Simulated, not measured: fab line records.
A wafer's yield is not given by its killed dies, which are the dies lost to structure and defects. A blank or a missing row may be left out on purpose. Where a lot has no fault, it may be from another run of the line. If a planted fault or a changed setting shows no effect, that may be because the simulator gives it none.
Split-lot experiment + flow n5-finfet + 39 wafers read from 7 lots, route of 1938 steps

## SPLIT DETAILS
At N5_BEOL_M3_ILD_DEP_00 (deposits SiOC from DEMS/O2, target thk 79 nm, time 15.3 s), the setting time-s was moved away from the recipe's 15.3 s on 15 of the 39 wafers read, by -58.1% to +59.0%. All remaining wafers had this setting at the recipe value.

No step appears in the file between the split and the reading.

## THE READING
M3_ILD_THK in nanometres, read at N5_BEOL_M3_THK_MEAS_01. On this fab line, fault-free wafers typically give 79.1 nm with a standard deviation of 0.96 nm.

| wafer  | tool, chamber at the split | time-s as run, s | against the recipe | M3_ILD_THK, nm | against lot-mates on the recipe |
|--------|----------------------------|------------------|--------------------|----------------|---------------------------------|
| L075.1 | pecvd-03, 0                | 12.52            | -18.2%             | 64.9           | -14.5                           |
| L075.2 | pecvd-03, 2                | 15.3             | recipe             | 78.2           | -                               |
| L075.3 | pecvd-03, 1                | 12.52            | -18.2%             | 65.8           | -13.6                           |
| L075.4 | pecvd-03, 1                | 12.52            | -18.2%             | 66.7           | -12.7                           |
| L075.5 | pecvd-03, 2,0              | 15.3             | recipe             | 79.9           | -                               |
| L075.6 | pecvd-03, 2,0              | 15.3             | recipe             | 80.1           | -                               |
| L085.3 | pecvd-01, 0                | 15.3             | recipe             | 78.6           | -                               |
| L085.5 | pecvd-01, 1                | 15.3             | recipe             | 80.0           | -                               |
| L085.6 | pecvd-01, 2                | 15.3             | recipe             | 80.7           | -                               |
| L089.1 | pecvd-02, 2                | 15.3             | recipe             | 78.9           | -                               |
| L089.2 | pecvd-02, 0,1              | 6.413            | -58.1%             | 33.1           | -46.3                           |
| L089.3 | pecvd-02, 0,1              | 6.413            | -58.1%             | 32.9           | -46.5                           |
| L089.4 | pecvd-02, 0                | 15.3             | recipe             | 80.2           | -                               |
| L089.5 | pecvd-02, 2                | 6.413            | -58.1%             | 34.8           | -44.6                           |
| L089.6 | pecvd-02, 1                | 15.3             | recipe             | 79.2           | -                               |
| L092.1 | pecvd-02, 2                | 7.079            | -53.7%             | 37.5           | -42.7                           |
| L092.2 | pecvd-02, 1                | 7.079            | -53.7%             | 36.5           | -43.7                           |
| L092.3 | pecvd-02, 0                | 7.079            | -53.7%             | 36.8           | -43.4                           |
| L092.4 | pecvd-02, 0                | 15.3             | recipe             | 79.4           | -                               |
| L092.5 | pecvd-02, 2                | 15.3             | recipe             | 81.4           | -                               |
| L092.6 | pecvd-02, 1                | 15.3             | recipe             | 79.9           | -                               |
| L093.1 | pecvd-02, 0                | 15.3             | recipe             | 77.8           | -                               |
| L093.2 | pecvd-02, 2,1              | 15.3             | recipe             | 78.3           | -                               |
| L093.3 | pecvd-02, 2,1              | 15.3             | recipe             | 78.4           | -                               |
| L093.4 | pecvd-02, 1                | 15.3             | recipe             | 79.8           | -                               |
| L093.5 | pecvd-02, 2                | 15.3             | recipe             | 79.6           | -                               |
| L093.6 | pecvd-02, 0                | 15.3             | recipe             | 78.7           | -                               |
| L094.1 | pecvd-03, 1                | 9.807            | -35.9%             | 51.0           | -29.2                           |
| L094.2 | pecvd-03, 2                | 15.3             | recipe             | 79.8           | -                               |
| L094.3 | pecvd-03, 0                | 9.807            | -35.9%             | 50.8           | -29.4                           |
| L094.4 | pecvd-03, 1                | 15.3             | recipe             | 80.2           | -                               |
| L094.5 | pecvd-03, 2                | 9.807            | -35.9%             | 53.5           | -26.7                           |
| L094.6 | pecvd-03, 0                | 15.3             | recipe             | 80.5           | -                               |
| L096.1 | pecvd-03, 2                | 15.3             | recipe             | 79.2           | -                               |
| L096.2 | pecvd-03, 1                | 15.3             | recipe             | 79.3           | -                               |
| L096.3 | pecvd-03, 1                | 15.3             | recipe             | 79.7           | -                               |
| L096.4 | pecvd-03, 2                | 24.33            | +59.0%             | 126.4          | +47.0                           |
| L096.5 | pecvd-03, 2                | 24.33            | +59.0%             | 125.5          | +46.1                           |
| L096.6 | pecvd-03, 1                | 24.33            | +59.0%             | 124.6          | +45.2                           |
The file does not say which wafer passed through which chamber wherever a row lists several chambers: such a row stands for several wafers.

THE FIT
A straight line over all 39 wafers: M3_ILD_THK changes by +0.784 nm for each +1% of time-s; r = +1.00; the points scatter about the line by 0.91 nm.
The same after taking each lot's own level away (the mean of its wafers on the recipe; 39 wafers): +0.789 nm for each +1%; r = +1.00; scatter 0.84 nm.
The reading moves by 47 nm for the largest change in time-s, on that fit.
The lots' own levels span 78.77 to 80.23 nm, that is 1.5 times the standard deviation above.
Consequently the slope shifts little with the lot-to-lot level, the two slopes agreeing.
Check: +46.4 nm against its lot-mates is what the line predicts for one of the wafers moved furthest among these (+59.0%) when that wafer is left out of the fit. Against them it came out at +47 nm.

## OTHER SPLITS APPLIED TO THESE WAFERS
Other splits were also applied to these wafers ahead of the reading. Each is held against what the fit with the lots' levels taken away leaves over:
| other split on the same wafers                 | wafers away from the commonest value | r with M3_ILD_THK (lot level and that fit taken away) |
|------------------------------------------------|--------------------------------------|-------------------------------------------------------|
| N5_FIN_SAQP_HM_DEP_03 time-s                   | 15                                   | -0.08                                                 |
| N5_MOL_CONTACT_COAG_VIA_ETCH_46 target-depth-a | 15                                   | -0.04                                                 |
| N5_BEOL_M0_SAQP_SPACER1_ALD_98 ald-cycles      | 9                                    | -0.15                                                 |

## THE WHOLE CHAIN: every reading that the file lists as answering this split, in the file's order
| step                   | what it does                                              | reading                                                                            | change (the file's fit)              | r (the file's) |
|------------------------|-----------------------------------------------------------|------------------------------------------------------------------------------------|--------------------------------------|----------------|
| N5_BEOL_M3_ILD_DEP_00  | deposits SiOC from DEMS/O2, target thk 79 nm, time 15.3 s | SiOC_of_BEOL_M3_ILD_DEP_00.thk-nm (the simulator's own value, which no gauge read) | +0.79 nm for each +1% of the setting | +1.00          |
| N5_BEOL_M3_THK_MEAS_01 |                                                           | M3_ILD_THK                                                                         | +0.79 for each +1% of the setting    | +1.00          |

## FILE'S OWN FIT
M3_ILD_THK changes by +0.79 nm for each +1% of time-s, r = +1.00.
